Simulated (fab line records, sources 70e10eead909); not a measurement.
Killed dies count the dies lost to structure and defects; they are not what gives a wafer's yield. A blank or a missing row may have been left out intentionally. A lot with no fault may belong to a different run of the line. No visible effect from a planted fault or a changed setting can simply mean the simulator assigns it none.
Matching of chambers / flow nand-harc / NHARC_P_M1_ETCH_35 on rie-diel-03: 4 sister chambers
The step etches the open film in N2/H2, target depth 40 nm, overetch 12 nm, time 43.94 s. 14 wafers are shown with their chamber, then 7 later ones without.

WAFERS WITH THEIR CHAMBER
wafer=L559.3; chamber=3; drypump-motor-current-A (A)=5.4; rf-vpp-V (V)=429.4; throttle-valve-pct (%)=14.180
wafer=L559.5; chamber=0; drypump-motor-current-A (A)=6.3; rf-vpp-V (V)=427.2; throttle-valve-pct (%)=14.165
wafer=L559.6; chamber=1; drypump-motor-current-A (A)=6.2; rf-vpp-V (V)=434.0; throttle-valve-pct (%)=14.182
wafer=L561.1; chamber=0; drypump-motor-current-A (A)=6.4; rf-vpp-V (V)=427.7; throttle-valve-pct (%)=14.180
wafer=L561.4; chamber=1; drypump-motor-current-A (A)=6.1; rf-vpp-V (V)=435.1; throttle-valve-pct (%)=14.171
wafer=L561.5; chamber=2; drypump-motor-current-A (A)=5.3; rf-vpp-V (V)=429.7; throttle-valve-pct (%)=14.179
wafer=L562.4; chamber=1; drypump-motor-current-A (A)=6.1; rf-vpp-V (V)=434.6; throttle-valve-pct (%)=14.163
wafer=L562.5; chamber=1; drypump-motor-current-A (A)=6.1; rf-vpp-V (V)=433.3; throttle-valve-pct (%)=14.179
wafer=L562.6; chamber=2; drypump-motor-current-A (A)=5.2; rf-vpp-V (V)=430.0; throttle-valve-pct (%)=14.178
wafer=L566.2; chamber=1; drypump-motor-current-A (A)=6.1; rf-vpp-V (V)=434.5; throttle-valve-pct (%)=14.164
wafer=L566.4; chamber=3; drypump-motor-current-A (A)=5.4; rf-vpp-V (V)=429.0; throttle-valve-pct (%)=14.173
wafer=L566.5; chamber=3; drypump-motor-current-A (A)=5.5; rf-vpp-V (V)=431.2; throttle-valve-pct (%)=14.163
wafer=L569.2; chamber=2; drypump-motor-current-A (A)=5.3; rf-vpp-V (V)=430.4; throttle-valve-pct (%)=14.173
wafer=L569.3; chamber=0; drypump-motor-current-A (A)=6.3; rf-vpp-V (V)=427.7; throttle-valve-pct (%)=14.165

SIGNATURES, as means of the wafers listed above
reading=drypump-motor-current-A; chamber 0=6.333; chamber 1=6.120; chamber 2=5.267; chamber 3=5.433; scatter within a chamber=0.0529
reading=rf-vpp-V; chamber 0=427.533; chamber 1=434.300; chamber 2=430.033; chamber 3=429.867; scatter within a chamber=0.709
reading=throttle-valve-pct; chamber 0=14.17000; chamber 1=14.17180; chamber 2=14.17667; chamber 3=14.17200; scatter within a chamber=0.00782
Rule: a wafer's distance from a chamber is the root of the sum, over the readings, of the square of ((its reading less the chamber's mean) divided by the reading's scatter). The wafer belongs to the nearest chamber; if the next one is less than 2 further off, it can't be placed. The scatter: take each reading less its chamber's mean, square it, sum over the shown wafers, divide by the number of wafers less the number of chambers, and take the root.

WAFERS WITH NO CHAMBER GIVEN
wafer=L569.5; drypump-motor-current-A (A)=5.3; rf-vpp-V (V)=429.7; throttle-valve-pct (%)=14.171
wafer=L574.1; drypump-motor-current-A (A)=6.3; rf-vpp-V (V)=427.4; throttle-valve-pct (%)=14.178
wafer=L574.3; drypump-motor-current-A (A)=6.1; rf-vpp-V (V)=434.7; throttle-valve-pct (%)=14.147
wafer=L574.4; drypump-motor-current-A (A)=5.4; rf-vpp-V (V)=427.4; throttle-valve-pct (%)=14.152
wafer=L580.1; drypump-motor-current-A (A)=6.2; rf-vpp-V (V)=434.7; throttle-valve-pct (%)=14.180
wafer=L580.4; drypump-motor-current-A (A)=5.5; rf-vpp-V (V)=429.5; throttle-valve-pct (%)=14.179
wafer=L580.5; drypump-motor-current-A (A)=5.3; rf-vpp-V (V)=430.4; throttle-valve-pct (%)=14.156

CHAMBER TAKEN BY EACH
wafer=L569.5; from the rows above=can't be placed: 2 or 3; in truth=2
wafer=L574.1; from the rows above=0; in truth=0
wafer=L574.3; from the rows above=1; in truth=1
wafer=L574.4; from the rows above=can't be placed: 3 or 2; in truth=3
wafer=L580.1; from the rows above=1; in truth=1
wafer=L580.4; from the rows above=3; in truth=3
wafer=L580.5; from the rows above=can't be placed: 2 or 3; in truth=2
4 of 7 placed correctly. From these rows, 3 cannot be placed; in 3 the true chamber is one of the candidates. Placed wrongly: 0.
